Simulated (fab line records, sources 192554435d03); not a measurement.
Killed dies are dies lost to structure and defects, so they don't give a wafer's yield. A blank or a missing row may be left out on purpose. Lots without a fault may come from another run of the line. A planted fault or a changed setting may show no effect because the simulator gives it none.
Chamber matching | flow n5_finfet | N5_BEOL_M8_ETCH_66 on rie_diel-04: 4 sister chambers
The step etches SOC in N2/H2, target depth 80 nm, overetch 16 nm, time 120 s. 24 wafers are shown with their chamber, then 12 later ones without.

WAFERS WITH THEIR CHAMBER
wafer  | chamber | showerhead_plenum_p_Torr (Torr) | drypump_motor_current_A (A) | throttle_valve_pct (%)
L076.1 | 0       | 2.74                            | 5.6                         | 17.66
L076.2 | 2       | 2.62                            | 4.7                         | 18.10
L076.6 | 0       | 2.74                            | 5.6                         | 17.65
L078.1 | 2       | 2.62                            | 4.7                         | 18.09
L078.2 | 0       | 2.74                            | 5.6                         | 17.66
L078.4 | 0       | 2.74                            | 5.5                         | 17.66
L079.1 | 0       | 2.73                            | 5.5                         | 17.67
L079.3 | 3       | 2.61                            | 5.7                         | 17.94
L079.6 | 3       | 2.61                            | 5.6                         | 17.93
L083.2 | 2       | 2.61                            | 4.7                         | 18.12
L083.3 | 0       | 2.73                            | 5.6                         | 17.68
L083.4 | 2       | 2.61                            | 4.7                         | 18.13
L086.1 | 3       | 2.61                            | 5.7                         | 17.95
L086.3 | 1       | 2.54                            | 5.8                         | 17.75
L086.5 | 2       | 2.61                            | 4.8                         | 18.13
L085.3 | 0       | 2.73                            | 5.6                         | 17.69
L085.4 | 3       | 2.61                            | 5.7                         | 17.95
L085.5 | 0       | 2.73                            | 5.6                         | 17.69
L087.3 | 0       | 2.73                            | 5.6                         | 17.72
L087.4 | 2       | 2.61                            | 4.7                         | 18.13
L087.6 | 3       | 2.61                            | 5.7                         | 17.96
L089.1 | 0       | 2.72                            | 5.6                         | 17.71
L089.2 | 2       | 2.61                            | 4.8                         | 18.14
L089.6 | 1       | 2.54                            | 5.8                         | 17.76

SIGNATURES (means of the wafers above)
reading                  | chamber 0 | chamber 1 | chamber 2 | chamber 3 | scatter within a chamber
showerhead_plenum_p_Torr | 2.7330    | 2.5400    | 2.6129    | 2.6100    | 0.00526
drypump_motor_current_A  | 5.580     | 5.800     | 4.729     | 5.680     | 0.0438
throttle_valve_pct       | 17.6790   | 17.7550   | 18.1200   | 17.9460   | 0.0193
Rule: a wafer's distance from a chamber is the root of the sum, over the readings, of the square of ((its reading less the chamber's mean) divided by the reading's scatter). The wafer belongs to the nearest chamber; if the next one is less than 2 further off, it can't be placed. The scatter: the root of (the sum of the squares of (reading less its chamber's mean) over the shown wafers, divided by (wafers less chambers)).

WAFERS WITHOUT THEIR CHAMBER
wafer  | showerhead_plenum_p_Torr (Torr) | drypump_motor_current_A (A) | throttle_valve_pct (%)
L093.1 | 2.54                            | 5.8                         | 17.77
L093.2 | 2.60                            | 4.7                         | 18.17
L093.5 | 2.60                            | 4.8                         | 18.17
L094.1 | 2.53                            | 5.8                         | 17.78
L094.3 | 2.60                            | 4.8                         | 18.18
L094.5 | 2.71                            | 5.6                         | 17.75
L095.4 | 2.60                            | 4.7                         | 18.18
L095.5 | 2.71                            | 5.5                         | 17.73
L095.6 | 2.54                            | 5.8                         | 17.77
L096.3 | 2.60                            | 5.7                         | 17.64
L096.5 | 2.71                            | 5.6                         | 17.74
L096.6 | 2.53                            | 5.8                         | 17.80

WHICH CHAMBER EACH WENT THROUGH
wafer  | from the rows above | in truth
L093.1 | 1                   | 1
L093.2 | 2                   | 2
L093.5 | 2                   | 2
L094.1 | 1                   | 1
L094.3 | 2                   | 2
L094.5 | 0                   | 0
L095.4 | 2                   | 2
L095.5 | 0                   | 0
L095.6 | 1                   | 1
L096.3 | 1                   | 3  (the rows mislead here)
L096.5 | 0                   | 0
L096.6 | 1                   | 1
Placed correctly: 11 of 12. Can't be placed from these rows: 0. Placed wrongly: 1.
